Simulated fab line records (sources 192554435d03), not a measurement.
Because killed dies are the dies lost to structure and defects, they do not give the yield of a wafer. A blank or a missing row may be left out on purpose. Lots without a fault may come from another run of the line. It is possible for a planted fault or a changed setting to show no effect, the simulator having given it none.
Split-lot study	flow n5Finfet	on a route of 1938 steps: 7 lots, 39 wafers read

ON THE SPLIT
At N5_BEOL_M14_ILD_DEP_00 (deposits SiO2 from TEOS/O2, target thk 1119.3 nm, time 237.4 s), the setting timeS was moved away from the recipe's 237.4 s on 15 of the 39 wafers read, by -59.6% to +45.7%. This setting was run at the recipe's value on the other wafers.

FROM THE SPLIT TO THE READING: what the file shows between them, 10 steps
- N5_BEOL_M14_THK_MEAS_01
- N5_BEOL_M14_COAT_58: time 60 s, resist thk 89 nm
- N5_BEOL_M14_COAT_04: resist thk 800 nm
- N5_BEOL_M14_DESCUM_15: chemistry O2, time 7.9 s
- N5_BEOL_M14_ETCH_59: etches BARC in N2/H2, target depth 89 nm, overetch 26.7 nm, time 67.9 s
- N5_BEOL_M14_VIA_ETCH_16: etches SiO2 in C4F8/O2/Ar, target depth 1231.3 nm
- N5_BEOL_M14_STRIP_63: strips in O2
- N5_BEOL_M14_STRIP_64: strips in O2
- N5_BEOL_M14_STRIP_71: strips in post etch residue remover, time 60 s
- N5_BEOL_M14_SRD_72: time 30 s, dry time 30 s

THE READING
cdNm at N5_BEOL_M14_CD_MEAS_17, given in nm (cd target 250 nm). A value of 251.0 nm with a standard deviation of 2.1 nm is what fault-free wafers of this fab line usually give.

wafer	tool, chamber at the split	timeS as run, s	against the recipe	cdNm, nm	against lot-mates on the recipe
L077.1	pecvd-01, 1	237.4	recipe	253.3	-
L077.2	pecvd-01, 0	237.4	recipe	251.7	-
L077.3	pecvd-01, 2,0	237.4	recipe	252.3	-
L077.4	pecvd-01, 2,0	237.4	recipe	251.1	-
L077.5	pecvd-01, 2	237.4	recipe	252.6	-
L077.6	pecvd-01, 1	237.4	recipe	252.1	-
L079.1	pecvd-04, 2	237.4	recipe	249.8	-
L079.2	pecvd-04, 1	237.4	recipe	250.5	-
L079.3	pecvd-04, 1	100.6	-57.6%	244.6	-6.4
L079.4	pecvd-04, 2	100.6	-57.6%	245.1	-5.9
L079.5	pecvd-04, 1	237.4	recipe	252.6	-
L079.6	pecvd-04, 2	100.6	-57.6%	242.4	-8.6
L083.1	pecvd-03, 1	237.4	recipe	252.9	-
L083.2	pecvd-03, 2	237.4	recipe	253.9	-
L083.5	pecvd-03, 1	237.4	recipe	255.4	-
L084.1	pecvd-01, 0	237.4	recipe	248.3	-
L084.2	pecvd-01, 2	237.4	recipe	247.6	-
L084.3	pecvd-01, 1	128.9	-45.7%	243.9	-4.7
L084.4	pecvd-01, 1	128.9	-45.7%	247.0	-1.6
L084.5	pecvd-01, 2	237.4	recipe	249.8	-
L084.6	pecvd-01, 0	128.9	-45.7%	246.7	-1.9
L086.1	pecvd-04, 1	324.1	+36.5%	251.8	+1.8
L086.2	pecvd-04, 2	237.4	recipe	249.1	-
L086.3	pecvd-04, 1	324.1	+36.5%	254.9	+4.9
L086.4	pecvd-04, 2	237.4	recipe	251.0	-
L086.5	pecvd-04, 2	237.4	recipe	249.9	-
L086.6	pecvd-04, 1	324.1	+36.5%	253.8	+3.8
L090.1	pecvd-04, 1	237.4	recipe	255.3	-
L090.2	pecvd-04, 2	237.4	recipe	251.3	-
L090.3	pecvd-04, 1	237.4	recipe	253.5	-
L090.4	pecvd-04, 2	345.8	+45.7%	256.7	+3.3
L090.5	pecvd-04, 1	345.8	+45.7%	257.3	+3.9
L090.6	pecvd-04, 2	345.8	+45.7%	256.1	+2.7
L091.1	pecvd-04, 1	95.86	-59.6%	242.3	-7.9
L091.2	pecvd-04, 2	237.4	recipe	249.5	-
L091.3	pecvd-04, 0	237.4	recipe	250.9	-
L091.4	pecvd-04, 2	95.86	-59.6%	241.1	-9.1
L091.5	pecvd-04, 1	237.4	recipe	250.1	-
L091.6	pecvd-04, 0	95.86	-59.6%	242.4	-7.8
Where a row lists several chambers, the file gives one row for several wafers and doesn't say which wafer went through which chamber.

FIT RESULTS
A straight line over all 39 wafers: cdNm changes by +0.124 nm for each +1% of timeS; r = +0.89; the points scatter about the line by 1.9 nm.
The same after taking each lot's own level away (the mean of its wafers on the recipe; 39 wafers): +0.103 nm for each +1%; r = +0.92; scatter 1.4 nm.
On that fit, the largest move of timeS shifts the reading by 6.1 nm.
The span of the lots' own levels, 248.57 to 254.07 nm, comes to 2.6 times the standard deviation stated above.
So the slope is not independent of the lot-to-lot level: the two fits are not the same.
Check: with one of the wafers moved furthest among these (-59.6%) left out of the fit, the line predicts -6.18 nm for it against its lot-mates. Against them it came out at -7.87 nm.

THE WHOLE CHAIN: every reading that the file lists as answering this split, in the file's order
step	what it does	reading	change (the file's fit)	r (the file's)
N5_BEOL_M14_ILD_DEP_00	deposits SiO2 from TEOS/O2, target thk 1119.3 nm, time 237.4 s	SiO2_of_BEOL_M14_ILD_DEP_00.thkNm (the simulator's own value, which no gauge read)	+11.1 nm for each +1% of the setting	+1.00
N5_BEOL_M14_THK_MEAS_01		M14_ILD_THK	+11.1 for each +1% of the setting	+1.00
N5_BEOL_M14_VIA_ETCH_16	etches SiO2 in C4F8/O2/Ar, target depth 1231.3 nm	etch.depthNm (the simulator's own value, which no gauge read)	+11.1 nm for each +1% of the setting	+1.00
N5_BEOL_M14_VIA_ETCH_16	etches SiO2 in C4F8/O2/Ar, target depth 1231.3 nm	coat_of_BEOL_M14_COAT_04.thkNm (the simulator's own value, which no gauge read)	-2.61 nm for each +1% of the setting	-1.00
N5_BEOL_M14_CD_MEAS_17	target cd 250 nm	cdNm	+0.104 nm for each +1% of the setting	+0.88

THE FILE'S OWN FIT
cdNm changes by +0.104 nm for each +1% of timeS, r = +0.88.
